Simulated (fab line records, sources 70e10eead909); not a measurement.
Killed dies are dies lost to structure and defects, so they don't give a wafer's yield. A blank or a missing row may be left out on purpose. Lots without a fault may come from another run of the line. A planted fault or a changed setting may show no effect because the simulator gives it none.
Chamber matching | flow nand_harc | NHARC_A_CONTACT_DESCUM_13 on rie_diel-13: 3 sister chambers
The step chemistry O2, time 3 s. 18 wafers are shown with their chamber, then 6 later ones without.

WAFERS WITH THEIR CHAMBER
wafer  | chamber | drypump_motor_current_A (A) | oes_product_au (a.u.) | showerhead_plenum_p_Torr (Torr)
L075.1 | 2       | 6.2                         | 1.000                 | 1.76
L075.3 | 0       | 5.1                         | 0.995                 | 1.81
L075.6 | 0       | 5.1                         | 0.993                 | 1.81
L076.1 | 1       | 6.0                         | 0.989                 | 1.93
L076.2 | 2       | 6.2                         | 1.011                 | 1.76
L076.5 | 2       | 6.2                         | 1.020                 | 1.76
L083.2 | 1       | 6.1                         | 0.981                 | 1.93
L083.4 | 0       | 5.1                         | 0.990                 | 1.81
L083.5 | 1       | 6.1                         | 0.987                 | 1.93
L084.2 | 1       | 6.0                         | 0.994                 | 1.93
L084.4 | 2       | 6.2                         | 1.022                 | 2.08
L084.6 | 2       | 6.2                         | 1.022                 | 2.07
L085.3 | 1       | 6.0                         | 1.001                 | 1.93
L085.4 | 2       | 6.2                         | 1.020                 | 2.07
L085.5 | 1       | 6.1                         | 1.004                 | 1.93
L087.2 | 0       | 5.1                         | 0.997                 | 1.81
L087.3 | 2       | 6.2                         | 1.014                 | 2.07
L087.5 | 2       | 6.2                         | 1.021                 | 2.07

SIGNATURES (means of the wafers above)
reading                  | chamber 0 | chamber 1 | chamber 2 | scatter within a chamber
drypump_motor_current_A  | 5.100     | 6.050     | 6.200     | 0.0316
oes_product_au           | 0.99375   | 0.99267   | 1.01625   | 0.0074
showerhead_plenum_p_Torr | 1.8100    | 1.9300    | 1.9550    | 0.11
Rule: a wafer's distance from a chamber is the root of the sum, over the readings, of the square of ((its reading less the chamber's mean) divided by the reading's scatter). The wafer belongs to the nearest chamber; if the next one is less than 2 further off, it can't be placed. The scatter: the root of (the sum of the squares of (reading less its chamber's mean) over the shown wafers, divided by (wafers less chambers)).

WAFERS WITHOUT THEIR CHAMBER
wafer  | drypump_motor_current_A (A) | oes_product_au (a.u.) | showerhead_plenum_p_Torr (Torr)
L089.2 | 6.2                         | 1.024                 | 2.07
L089.3 | 6.0                         | 0.998                 | 1.93
L090.2 | 6.0                         | 0.986                 | 1.93
L097.2 | 6.0                         | 0.984                 | 1.93
L097.3 | 5.1                         | 1.002                 | 1.80
L097.5 | 6.0                         | 0.988                 | 1.93

WHICH CHAMBER EACH WENT THROUGH
wafer  | from the rows above | in truth
L089.2 | 2                   | 2
L089.3 | 1                   | 1
L090.2 | 1                   | 1
L097.2 | 1                   | 1
L097.3 | 0                   | 0
L097.5 | 1                   | 1
Placed correctly: 6 of 6. Can't be placed from these rows: 0. Placed wrongly: 0.
